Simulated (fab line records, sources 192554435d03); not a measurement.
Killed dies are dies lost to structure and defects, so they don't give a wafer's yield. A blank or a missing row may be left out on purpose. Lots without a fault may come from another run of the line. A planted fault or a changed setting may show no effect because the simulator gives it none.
Chamber matching | flow n5_finfet | N5_GATE_CUT_CMP_02 on cmp-03: 4 sister chambers
The step polishes, stops on SiO2, t overpolish 12.7 s, target thk 0 nm. 14 wafers are shown with their chamber, then 7 later ones without.

WAFERS WITH THEIR CHAMBER
wafer  | chamber | motor_current_A (A) | time_to_endpoint_s (s) | overpolish_run_s (s)
L078.1 | 2       | 10.4                | 25.1                   | 12.704
L078.2 | 0       | 8.7                 | 25.4                   | 12.693
L078.4 | 3       | 10.6                | 27.3                   | 12.699
L079.4 | 0       | 9.2                 | 29.6                   | 12.685
L079.5 | 1       | 8.5                 | 32.5                   | 12.706
L079.6 | 0       | 9.2                 | 29.7                   | 12.697
L087.1 | 0       | 9.1                 | 25.2                   | 12.689
L087.2 | 3       | 10.5                | 26.0                   | 12.704
L087.3 | 2       | 10.6                | 25.2                   | 12.711
L089.3 | 3       | 10.7                | 27.5                   | 12.705
L089.5 | 3       | 10.9                | 28.2                   | 12.686
L089.6 | 0       | 9.2                 | 29.9                   | 12.701
L093.1 | 0       | 9.0                 | 24.7                   | 12.699
L093.3 | 2       | 10.3                | 26.4                   | 12.700

SIGNATURES (means of the wafers above)
reading            | chamber 0 | chamber 1 | chamber 2 | chamber 3 | scatter within a chamber
motor_current_A    | 9.067     | 8.500     | 10.433    | 10.675    | 0.181
time_to_endpoint_s | 27.417    | 32.500    | 25.567    | 27.250    | 1.9
overpolish_run_s   | 12.69400  | 12.70600  | 12.70500  | 12.69850  | 0.00694
Rule: a wafer's distance from a chamber is the root of the sum, over the readings, of the square of ((its reading less the chamber's mean) divided by the reading's scatter). The wafer belongs to the nearest chamber; if the next one is less than 2 further off, it can't be placed. The scatter: the root of (the sum of the squares of (reading less its chamber's mean) over the shown wafers, divided by (wafers less chambers)).

WAFERS WITHOUT THEIR CHAMBER
wafer  | motor_current_A (A) | time_to_endpoint_s (s) | overpolish_run_s (s)
L093.4 | 11.0                | 24.1                   | 12.708
L096.3 | 10.5                | 22.7                   | 12.705
L096.4 | 9.1                 | 25.3                   | 12.716
L096.5 | 9.2                 | 24.3                   | 12.684
L097.3 | 10.4                | 25.1                   | 12.696
L097.4 | 9.3                 | 25.5                   | 12.703
L097.6 | 10.7                | 23.9                   | 12.709

WHICH CHAMBER EACH WENT THROUGH
wafer  | from the rows above     | in truth
L093.4 | can't be placed: 3 or 2 | 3
L096.3 | can't be placed: 2 or 3 | 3
L096.4 | can't be placed: 0 or 1 | 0
L096.5 | 0                       | 0
L097.3 | can't be placed: 2 or 3 | 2
L097.4 | 0                       | 0
L097.6 | can't be placed: 2 or 3 | 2
Placed correctly: 2 of 7. Can't be placed from these rows: 5 (the true chamber is among the candidates in 5). Placed wrongly: 0.
